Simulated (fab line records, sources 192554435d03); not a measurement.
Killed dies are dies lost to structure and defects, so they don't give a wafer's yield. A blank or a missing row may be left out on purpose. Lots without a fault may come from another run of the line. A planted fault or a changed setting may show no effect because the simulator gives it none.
fab line records | flow n5_finfet
record lots=9 wafers=26 last_day=18
route steps=1938 shown FIN_CUT@167 STI_FIN_REVEAL@183 BEOL_M4@1111 PASSIVATION@1936
lots that met no fault: from a run of the same line without faults
start_h: hours from the record's first day to the start of the lot's first wafer shown | wait_h: hours since the lot's step before | " the same as in the row above | L1.1+2: a row that stands for several wafers | - no value, or no start given | * or withheld: withheld | < > ~ a bound
route shown NAME@n: a module of which the file shows steps, and the number in the route of the first | usual: mean/standard deviation of fault-free wafers | same: alike in all rows | chamber/n: place in a boat | sites: the reading at each site | _std_site: their standard deviation | _edge_site: outer sites' mean less inner sites' | radius_mm: how far each site lies from the wafer's centre | mask NAME#n: copy n | behind: the tool/chamber that last shaped the wafer | hold: why the lot was held/for how many hours/how that ended | device: the transistor (n, p or np) that didn't switch | end of line: the same wafers' tests at the end of the route | a step without rows: its recipe alone | killed: dies lost to structure and defects at the first sort, not the wafer's yield | map: a wafer's dies, x killed, . not, _ none there
set.NAME: the setting as run; set.NAME@STEP: as run at that earlier step | model.NAME: the simulator's own value behind a step, which no gauge read
steps of the route over a sample of lots; a table a step, a row a wafer
services: from which hour (start_h, from the record's first day; less than 0 if before it) a tool's chamber was out of use, for how many hours, and why
## steps
# step N5_FIN_CUT_ETCH_30
# recipe chemistry=N2/H2 target=underlayer target_depth_a=130 mask_material=CAR-EUV time_s=10.4 ion_energy_ev=200 pressure_mtorr=30 source_w=840 bias_w=150 n2_flow_sccm=200 h2_flow_sccm=200 ends=cleared
# usual drypump_motor_current_A=5.7/0.39 etch_rf_on_time_s=10.38/0.26 oes_product_au=0.66/0.07 rf_vpp_V=524.2/2.4 showerhead_plenum_p_Torr=2.55/0.081 throttle_valve_pct=17.83/0.21
# columns lot.wafer tool chamber start_h wait_h drypump_motor_current_A etch_rf_on_time_s oes_product_au rf_hours_counter_h rf_vpp_V showerhead_plenum_p_Torr throttle_valve_pct
L860.1 rie_diel-01 2 33.19 0.0 5.6 10.47 0.65 139 523.9 2.56 17.76
L860.2 " 3 " " 5.9 10.43 0.74 60 529.0 2.66 17.54
L860.6 " 2 " " 5.6 10.45 0.66 - 523.2 2.56 17.76
L861.3 rie_diel-01 0 39.19 0.0 5.4 10.20 0.72 43 524.9 2.57 17.88
L861.4 " 2 " " 5.6 10.41 0.65 - 524.5 2.56 17.76
L861.5 " 3 " " 5.9 10.43 0.74 - 529.6 2.66 17.55
L862.2 rie_diel-01 0 45.49 0.0 5.4 10.22 0.73 46 525.8 2.57 17.87
L862.3 " 2 " " 5.6 10.49 0.64 144 523.6 2.56 17.78
L862.6 " 3 " " 5.9 10.44 0.74 - 528.9 2.66 17.56
L864.3 rie_diel-01 0 57.35 0.0 5.4 10.16 0.72 50 525.2 2.57 17.85
L864.4 " 1 " " 6.4 10.57 0.85 0 521.8 2.49 17.55
L864.6 " 0 " " 5.4 10.19 0.72 - 525.6 2.57 17.86
L875.2 rie_diel-02 1 127.03 0.0 5.2 10.25 0.66 143 522.2 2.45 17.60
L875.4 " 3 " " 6.4 10.87 0.58 206 523.1 2.50 17.82
L875.6 " 2 " " 5.8 10.43 0.63 - 526.9 2.65 18.03
L876.1 rie_diel-06 1 130.08 0.0 5.5 10.16 0.58 223 522.4 2.53 17.89
L876.3 " 2 " " 5.2 10.27 0.63 174 527.6 2.65 18.13
L876.6 " 3 " " 5.5 9.80 0.80 - 527.0 2.58 17.49
L877.2 rie_diel-02 3 135.74 0.0 6.4 10.91 0.58 208 523.6 2.50 17.84
L877.4 " 2 " " 5.8 10.63 0.62 176 527.7 2.65 18.06
L877.6 " 0 " " 5.9 10.17 0.61 - 521.6 2.40 18.22
L878.1 rie_diel-01 3 140.86 0.0 5.9 10.25 0.71 93 527.0 2.65 17.61
L878.2 " 0 " " 5.4 10.22 0.69 74 524.4 2.56 17.91
L878.5 " 2 " " 5.6 10.27 0.63 - 524.0 2.55 17.82
L880.1 rie_diel-02 3 153.63 0.0 6.4 10.98 0.57 214 522.8 2.50 17.83
L880.3 " 1 " " 5.2 10.37 0.65 151 521.6 2.45 17.63
# step N5_FIN_CUT_CUT_ETCH_26
# recipe chemistry=CH3F/O2 target=SiNx target_depth_a=390 mask_material=SOC time_s=55.7 pressure_mtorr=30 source_w=395 bias_w=73 Ar_flow_sccm=150 CH3F_flow_sccm=30 O2_flow_sccm=20 ion_energy_ev=120
# usual CH3F_flow_sccm=29.99/0.085 drypump_motor_current_A=5.7/0.39 oes_ar_750_au=0.77/0.078 oes_product_au=0.77/0.082 rf_vpp_V=295/3.9 showerhead_plenum_p_Torr=2.01/0.06 throttle_valve_pct=16.35/0.24
# columns lot.wafer tool chamber start_h wait_h CH3F_flow_sccm drypump_motor_current_A oes_ar_750_au oes_product_au rf_hours_counter_h rf_vpp_V showerhead_plenum_p_Torr throttle_valve_pct
L860.1 rie_diel-01 2 33.60 0.0 29.92 5.6 0.77 0.76 139 296 2.01 16.09
L860.2 " 3 " " 29.98 5.9 0.87 0.88 61 294 2.11 16.18
L860.6 " 2 " " 29.98 5.6 0.78 0.77 - 296 2.01 16.11
L861.3 rie_diel-01 0 39.60 0.0 29.89 5.4 0.85 0.85 43 298 2.04 16.52
L861.4 " 2 " " 29.95 5.6 0.77 0.76 - 295 2.01 16.12
L861.5 " 3 " " 30.03 5.9 0.87 0.86 - 293 2.11 16.17
L862.2 rie_diel-01 0 45.90 0.0 29.81 5.4 0.84 0.84 46 301 2.04 16.51
L862.3 " 2 " " 30.18 5.6 0.76 0.76 145 295 2.01 16.10
L862.6 " 3 " " 30.05 5.9 0.86 0.87 - 296 2.11 16.17
L864.3 rie_diel-01 0 57.76 0.0 30.21 5.4 0.84 0.85 50 300 2.03 16.54
L864.4 " 1 " " 29.96 6.4 0.99 0.99 0 301 1.98 16.14
L864.6 " 0 " " 30.05 5.4 0.85 0.85 - 299 2.04 16.53
L875.2 rie_diel-02 1 127.44 0.0 29.89 5.2 0.78 0.76 143 288 1.92 16.07
L875.4 " 3 " " 29.95 6.4 0.68 0.67 206 291 1.98 16.42
L875.6 " 2 " " 29.90 5.8 0.74 0.73 - 295 2.06 16.39
L876.1 rie_diel-06 1 130.48 0.0 30.02 5.5 0.69 0.68 223 301 1.98 16.36
L876.3 " 2 " " 30.04 5.2 0.73 0.72 174 299 2.09 16.62
L876.6 " 3 " " 30.12 5.5 0.93 0.93 - 298 2.04 16.05
L877.2 rie_diel-02 3 136.14 0.0 30.05 6.4 0.67 0.68 209 290 1.97 16.41
L877.4 " 2 " " 29.86 5.8 0.74 0.73 177 294 2.06 16.39
L877.6 " 0 " " 29.94 5.9 0.71 0.70 - 299 1.91 16.94
L878.1 rie_diel-01 3 141.26 0.0 30.02 5.9 0.84 0.84 93 294 2.10 16.23
L878.2 " 0 " " 30.15 5.3 0.81 0.81 75 299 2.03 16.60
L878.5 " 2 " " 30.04 5.6 0.75 0.73 - 295 2.00 16.17
L880.1 rie_diel-02 3 154.03 0.0 29.93 6.4 0.67 0.67 215 289 1.97 16.42
L880.3 " 1 " " 30.01 5.1 0.77 0.77 151 289 1.92 16.07
# step N5_STI_FIN_REVEAL_ALD_00
# recipe material=SiO2 target_thk_a=10 temp_c=300 ald_precursor_family=BDEAS ald_co_reactant=O2-plasma pulse_time_s=1 pressure_torr=2
# usual heater_power_w=484/50 precursor_pulse_height_rel=0.998/0.022
# columns lot.wafer tool chamber start_h wait_h heater_power_w precursor_pulse_height_rel
L860.1 ald_sin-02 3 34.17 0.0 534 0.932
L860.2 " 2 " " 456 1.011
L860.6 " 3 " " 553 1.015
L861.3 ald_sin-03 2 40.16 0.0 536 0.998
L861.4 " 0 " " 418 0.979
L861.5 " 0 " " 416 1.009
L862.2 ald_sin-02 0 46.72 0.3 479 0.989
L862.3 " 2 " " 460 0.982
L862.6 " 3 " " 530 0.980
L864.3 ald_sin-01 3 59.05 0.8 472 0.973
L864.4 " 2 " " 553 1.013
L864.6 " 2 " " 549 1.023
L875.2 ald_sin-03 2 127.95 0.0 540 1.001
L875.4 " 3 " " 476 0.979
L875.6 " 0 " " 433 0.987
L876.1 ald_sin-01 2 130.99 0.0 562 1.008
L876.3 " 3 " " 475 1.029
L876.6 " 3 " " 461 0.988
L877.2 ald_sin-02 3 137.03 0.4 540 1.031
L877.4 " 2 " " 467 1.002
L877.6 " 3 " " 514 1.025
L878.1 ald_sin-02 2 141.77 0.0 480 1.028
L878.2 " 3 " " 519 1.058
L878.5 " 0 " " 451 1.040
L880.1 ald_sin-02 3 155.02 0.5 528 1.018
L880.3 " 0 " " 454 0.952
# step N5_STI_FIN_REVEAL_OXIDATION_33
# recipe chemistry=O2_PLASMA_REMOTE temp_c=150 time_s=20 pressure_mtorr=1000 source_power_w=2000 o2_flow_sccm=3000
# usual drypump_motor_current_A=5.6/0.4 heater_power_w=143/15 o2_flow_sccm=3001/9
# columns lot.wafer tool chamber start_h wait_h drypump_motor_current_A heater_power_w o2_flow_sccm rf_hours_counter_h
L860.1 plasma_asher-01 1 42.58 0.0 5.9 139 2986 86
L860.2 " 0 " " 5.7 131 3002 86
L860.6 " 0 " " 5.7 131 2994 -
L861.3 plasma_asher-01 1 49.20 0.0 5.9 139 3001 -
L861.4 " 0 " " 5.7 129 2993 -
L861.5 " 0 " " 5.7 126 3009 -
L862.2 plasma_asher-02 0 55.15 0.0 5.9 166 2995 28
L862.3 " 0 " " 5.9 171 3002 -
L862.6 " 1 " " 5.0 134 2998 -
L864.3 plasma_asher-02 0 68.14 0.0 5.9 165 3002 -
L864.4 " 1 " " 5.0 133 3006 -
L864.6 " 0 " " 5.9 168 2993 -
L875.2 plasma_asher-02 0 136.34 0.0 5.9 168 2984 46
L875.4 " 1 " " 5.0 137 3005 -
L875.6 " 0 " " 5.9 162 2993 -
L876.1 plasma_asher-02 1 139.47 0.0 5.0 132 2994 46
L876.3 " 0 " " 6.0 162 3004 -
L876.6 " 1 " " 4.9 134 2999 -
L877.2 plasma_asher-01 1 145.51 0.0 5.9 141 3014 106
L877.4 " 1 " " 5.9 140 3004 -
L877.6 " 0 " " 5.7 128 2995 -
L878.1 plasma_asher-01 1 150.17 0.0 5.9 139 3015 107
L878.2 " 0 " " 5.7 130 2997 107
L878.5 " 0 " " 5.7 130 2986 -
L880.1 plasma_asher-01 1 163.40 0.0 5.9 141 2998 110
L880.3 " 1 " " 5.9 141 3010 -
# step N5_STI_FIN_REVEAL_INSPECT_13
# recipe inspect_instrument=darkfield mode=post_clean
# usual raw_defect_count=12/6.3
# columns lot.wafer tool chamber start_h wait_h raw_defect_count
L860.1 defect_inspect-01 - 42.86 0.0 8
L860.2 " - " " 6
L860.6 " - " " 8
L861.3 defect_inspect-02 - 49.46 0.0 9
L861.4 " - " " 15
L861.5 " - " " 14
L862.2 defect_inspect-01 - 55.43 0.0 9
L862.3 " - " " 10
L862.6 " - " " 17
L864.3 defect_inspect-02 - 68.40 0.0 5
L864.4 " - " " 17
L864.6 " - " " 9
L875.2 defect_inspect-01 - 136.62 0.0 366
L875.4 " - " " 6
L875.6 " - " " 324
L876.1 defect_inspect-02 - 139.75 0.0 15
L876.3 " - " " 344
L876.6 " - " " 3
L877.2 defect_inspect-01 - 145.80 0.0 22
L877.4 " - " " 3
L877.6 " - " " 23
L878.1 defect_inspect-02 - 150.45 0.0 14
L878.2 " - " " 22
L878.5 " - " " 32
L880.1 defect_inspect-01 - 163.68 0.0 9
L880.3 " - " " 13
# step N5_BEOL_M4_RC_MEAS_101
# usual DIBL_N=36.5/1.8 DIBL_P=36.5/2.1 IOFF_N=0.17/0.031 IOFF_P=0.22/0.036 ION_N=677/11 ION_P=463/8 SS_N=71.6/0.61 SS_P=73.3/0.63 VT_N=249/3.1 VT_P=-250/3.3
# columns lot.wafer tool chamber start_h wait_h DIBL_N[mV/V] DIBL_P[mV/V] IOFF_N[nA/um] IOFF_P[nA/um] ION_N[uA/um] ION_P[uA/um] SS_N[mV/dec] SS_P[mV/dec] VT_N[mV] VT_P[mV]
L860.1 prober-01 0 176.20 0.0 37.0 37.2 0.18 0.21 689 466 71.7 73.5 244 -254
L860.2 " 0 " " 34.9 34.1 0.14 0.16 662 451 70.4 72.6 251 -255
L860.6 " 0 " " 37.0 35.9 0.17 0.19 683 453 71.9 73.4 248 -254
L861.3 prober-01 0 180.90 0.3 34.9 36.3 0.16 0.17 684 455 71.6 73.8 249 -252
L861.4 " 0 " " 37.1 39.6 0.19 0.23 679 464 71.9 74.0 246 -251
L861.5 " 0 " " 34.9 36.8 0.16 0.18 673 457 71.8 72.7 249 -255
L862.2 prober-02 0 182.71 0.2 40.8 41.5 0.23 0.26 683 462 72.8 74.2 245 -250
L862.3 " 0 " " 37.6 38.2 0.17 0.20 688 465 71.1 73.7 248 -253
L862.6 " 0 " " 37.2 36.6 0.15 0.18 675 454 71.1 73.3 251 -255
L864.3 prober-01 0 202.24 0.3 38.5 38.5 0.21 0.26 694 476 72.0 73.7 242 -245
L864.4 " 0 " " 34.7 34.7 0.14 0.20 681 468 71.0 72.8 250 -248
L864.6 " 0 " " 36.1 35.5 0.15 0.20 679 469 71.7 73.1 250 -249
L875.2 prober-01 0 271.61 0.2 36.3 36.7 0.15 0.20 667 456 71.2 72.9 251 -250
L875.4 " 0 " " 35.7 34.7 0.13 0.17 663 460 70.9 72.3 252 -252
L875.6 " 0 " " 38.1 38.7 0.18 0.23 690 463 71.9 73.2 249 -249
L876.1 prober-01 0 274.17 0.0 33.8 31.6 0.12 0.16 667 455 70.6 71.7 252 -252
L876.3 " 0 " " 37.1 35.1 0.19 0.22 681 460 71.2 73.0 245 -246
L876.6 " 0 " " 35.9 33.6 0.17 0.19 668 455 71.5 73.0 247 -251
L878.1 prober-02 0 274.38 0.0 37.5 38.0 0.20 0.29 688 475 72.0 73.8 246 -242
L878.2 " 0 " " 36.0 36.8 0.18 0.27 694 482 71.0 73.5 246 -243
L878.5 " 0 " " 36.7 37.7 0.19 0.30 692 478 71.7 73.9 248 -241
L877.2 prober-02 0 277.49 0.2 38.7 39.5 0.19 0.25 680 469 71.8 73.7 247 -249
L877.4 " 0 " " 35.6 35.4 0.13 0.19 669 461 71.8 73.0 253 -252
L877.6 " 0 " " 38.0 37.7 0.17 0.22 669 460 72.6 73.1 249 -249
L880.1 prober-02 0 309.07 0.0 33.1 32.2 0.11 0.17 649 458 70.5 72.9 253 -252
L880.3 " 0 " " 36.2 36.9 0.17 0.22 664 463 72.0 72.4 251 -249
# step N5_PASSIVATION_PROBE_49
# usual defect_limited_yield=91.4/1.5 killed_at_M0_to_M3=35/11 killed_at_M4_up=16/7 killed_at_contacts=11/5.3 killed_at_front_end=37/11 killed_at_other=3.1/2.8 killed_dies=102/18 killed_on_rim=13/3.7 killed_open=69/15 killed_short=31/7.8 sort_bin_5_function=5.1/1.1 sort_bin_6_memory=3.2/0.69 sort_n_pass=1078/18 sort_yield_pct=91.4/1.5
# same gross_dies=1180 killed_at_back_side=0 sort_bin_4_leakage[%]=0 sort_bin_8_speed[%]=0
# columns lot.wafer tool chamber start_h wait_h defect_limited_yield[%] killed_at_M0_to_M3 killed_at_M4_up killed_at_contacts killed_at_front_end killed_at_other killed_dies killed_on_rim killed_open killed_short sort_bin_5_function[%] sort_bin_6_memory[%] sort_n_pass sort_yield_pct[%]
L875.2 prober-02 - 380.70 0.1 87.9 24 11 3 103 2 143 26 50 27 7.6 2.9 1037 87.9
L875.4 prober-02 - 380.80 0.2 91.5 34 21 1 41 3 100 21 69 30 5.4 2.9 1080 91.5
L875.6 prober-02 - 380.90 0.3 86.7 32 18 6 98 3 157 25 71 25 9.2 3.4 1023 86.7
L876.1 prober-02 - 383.19 0.0 89.9 44 21 12 41 1 119 12 79 34 5.8 3.5 1061 89.9
L876.3 prober-02 - 383.29 0.1 86.5 34 10 9 106 0 159 31 63 27 9.3 2.8 1021 86.5
L876.6 prober-02 - 383.44 0.3 92.3 46 12 8 24 1 91 9 69 18 4.7 2.6 1089 92.3
# killed by level:class
L875.2 STI_FIN_REVEAL:unspecified=66 FIN_SAQP:geometric_particle:open=12 FIN_SAQP:geometric_particle:short=7 BEOL_M1:geometric_particle:open=5 BEOL_M2:geometric_particle:open=5 BEOL_M3:geometric_particle:open=5 BEOL_M4:geometric_particle:open=5 SPACER0:geometric_particle:short=4
L875.4 FIN_SAQP:geometric_particle:open=17 BEOL_M4:geometric_particle:open=11 STI_FIN_REVEAL:geometric_particle:open=7 FIN_SAQP:geometric_particle:short=6 BEOL_M2:geometric_particle:short=6 BEOL_M2:geometric_particle:open=6 BEOL_M3:geometric_particle:open=6 BEOL_M1:geometric_particle:open=5
L875.6 STI_FIN_REVEAL:unspecified=61 BEOL_M4:geometric_particle:open=14 BEOL_M3:geometric_particle:open=13 FIN_SAQP:geometric_particle:open=9 FIN_SAQP:geometric_particle:short=9 DUMMY_GATE:geometric_particle:open=8 BEOL_M1:geometric_particle:open=4 STARTING-WAFER:geometric_particle:open=4
L876.1 BEOL_M1:geometric_particle:open=15 BEOL_M2:geometric_particle:open=11 MOL_CONTACT_COAG:geometric_particle:open=10 DUMMY_GATE:geometric_particle:open=7 BEOL_M4:geometric_particle:open=7 STI_FIN_REVEAL:geometric_particle:open=6 FIN_SAQP:geometric_particle:short=4 GATE_CUT:geometric_particle:short=4
L876.3 STI_FIN_REVEAL:unspecified=68 MOL_CONTACT_COAG:geometric_particle:open=8 BEOL_M2:geometric_particle:open=8 BEOL_M1:geometric_particle:open=7 STI_FIN_REVEAL:geometric_particle:open=5 GATE_CUT:geometric_particle:short=5 BEOL_M0_SAQP:geometric_particle:short=5 BEOL_M3:geometric_particle:open=5
L876.6 BEOL_M1:geometric_particle:open=13 BEOL_M2:geometric_particle:open=8 BEOL_M0_SAQP:geometric_particle:open=8 BEOL_M3:geometric_particle:open=8 MOL_CONTACT_COAG:geometric_particle:open=7 BEOL_M0_SAQP:geometric_particle:short=4 STI_FIN_REVEAL:geometric_particle:open=3 DUMMY_GATE:geometric_particle:open=3
## services
# columns tool chamber start_h hours kind
ald_sin-02 3 10.12 14.1 repair
rie_diel-01 1 25.15 - clean
rie_diel-01 1 25.15 - consumable_replace:focus_ring
rie_diel-01 1 25.15 31.0 scheduled_down
rie_diel-01 1 25.15 31.0 vent_cycle
rie_diel-02 1 30.25 1.6 repair
rie_diel-02 0 35.62 16.3 repair
ald_sin-03 1 44.20 2.4 repair
ald_sin-02 - 87.15 14.0 pm
ald_sin-02 0 87.15 14.0 vent_cycle
ald_sin-02 1 87.15 14.0 vent_cycle
ald_sin-02 2 87.15 14.0 vent_cycle
ald_sin-02 3 87.15 14.0 vent_cycle
ald_sin-02 - 101.15 6.1 pm
ald_sin-02 0 101.15 - clean
ald_sin-02 1 101.15 - clean
ald_sin-02 2 101.15 - clean
ald_sin-02 3 101.15 - clean
plasma_asher-01 - 105.82 1.8 repair
rie_diel-01 1 107.72 3.6 repair
ald_sin-03 - 130.20 1.2 repair
ald_sin-01 0 144.35 15.5 repair
ald_sin-02 3 158.10 10.5 repair
rie_diel-06 2 162.47 4.1 repair
## key
first_sign step=N5_STI_FIN_REVEAL_INSPECT_13 reading=raw_defect_count direction=up sigmas=53 usual=12 struck=345
effect step=N5_PASSIVATION_PROBE_49 reading=killed_at_front_end direction=up sigmas=6 usual=37 struck=102
more_kills_born_at N5_STI_FIN_REVEAL_OXIDATION_33@plasma_asher-02=195
met_at N5_STI_FIN_REVEAL_OXIDATION_33
struck_lots L875,L876
struck_wafers L875.2,L875.6,L876.3
not_acting_at N5_FIN_CUT_ETCH_30,N5_FIN_CUT_CUT_ETCH_26,N5_STI_FIN_REVEAL_ALD_00
onset_between 68.14 136.34
fault kind=chamber_particle_source tool=plasma_asher-02 chamber=0 onset_h=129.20 steps=N5_STI_FIN_REVEAL_OXIDATION_33 rate_per_visit_cm2=0.5099 end_h=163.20
